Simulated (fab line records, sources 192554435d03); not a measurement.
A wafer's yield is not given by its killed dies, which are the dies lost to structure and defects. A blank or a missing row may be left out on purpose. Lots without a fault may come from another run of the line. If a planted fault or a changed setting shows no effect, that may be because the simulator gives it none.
Chamber matching | flow n5_finfet | N5_BEOL_M0_SAQP_SPACER1_ALD_98 on ald_sin-04 has 4 sister chambers
The step deposits SiO2, target thk 12.8 nm, pulse time 1 s, purge time 2 s. 16 wafers are shown with their chamber, then 8 later ones without.

WAFERS WITH THEIR CHAMBER
wafer  | chamber | heater_power_w (W) | chamber_pressure_Torr (Torr) | precursor_pulse_height_rel
L074.3 | 1       | 461                | 2.000                        | 0.955
L074.5 | 2       | 573                | 1.998                        | 1.021
L074.6 | 3       | 421                | 1.998                        | 1.000
L076.3 | 0       | 432                | 2.002                        | 1.015
L076.4 | 1       | 467                | 1.997                        | 1.006
L076.6 | 1       | 474                | 2.004                        | 0.980
L077.2 | 3       | 443                | 2.007                        | 1.017
L077.5 | 1       | 472                | 1.995                        | 1.015
L077.6 | 0       | 436                | 2.003                        | 0.985
L080.1 | 1       | 458                | 1.989                        | 0.991
L080.2 | 3       | 445                | 1.999                        | 0.999
L080.4 | 2       | 576                | 1.998                        | 1.006
L087.3 | 3       | 438                | 2.003                        | 0.988
L087.4 | 0       | 447                | 2.002                        | 0.980
L087.5 | 1       | 458                | 1.998                        | 0.963
L088.1 | 3       | 442                | 2.009                        | 1.018

SIGNATURES, as means of the wafers listed above
reading                    | chamber 0 | chamber 1 | chamber 2 | chamber 3 | scatter within a chamber
heater_power_w             | 438.33    | 465.00    | 574.50    | 437.80    | 7.92
chamber_pressure_Torr      | 2.00233   | 1.99717   | 1.99800   | 2.00320   | 0.00428
precursor_pulse_height_rel | 0.99333   | 0.98500   | 1.01350   | 1.00440   | 0.0189
Rule: distance of a wafer from a chamber = root of the sum over the readings of ((wafer's reading minus chamber's mean) / reading's scatter) squared. The wafer belongs to the nearest chamber; if the next one is less than 2 further off, it can't be placed. How the scatter is found: for the shown wafers, subtract from each reading the mean of its chamber, square and add these, divide the total by (wafers less chambers), then take the root.

WAFERS WITHOUT THEIR CHAMBER
wafer  | heater_power_w (W) | chamber_pressure_Torr (Torr) | precursor_pulse_height_rel
L088.3 | 430                | 1.996                        | 1.010
L088.5 | 466                | 1.994                        | 1.008
L095.2 | 434                | 2.001                        | 0.994
L095.3 | 436                | 1.998                        | 1.025
L095.5 | 472                | 2.001                        | 1.006
L097.1 | 548                | 2.006                        | 1.018
L097.3 | 447                | 1.999                        | 1.037
L097.5 | 470                | 2.001                        | 1.005

WHICH CHAMBER EACH WENT THROUGH
wafer  | from the rows above          | in truth
L088.3 | can't be placed: 3 or 0      | 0
L088.5 | 1                            | 1
L095.2 | can't be placed: 0 or 3      | 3
L095.3 | can't be placed: 3 or 0      | 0
L095.5 | 1                            | 1
L097.1 | 2                            | 2
L097.3 | can't be placed: 3 or 0 or 1 | 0
L097.5 | 1                            | 1
Placed correctly: 4 of 8. Can't be placed from these rows: 4 (the true chamber is among the candidates in 4). Wrongly placed: 0.
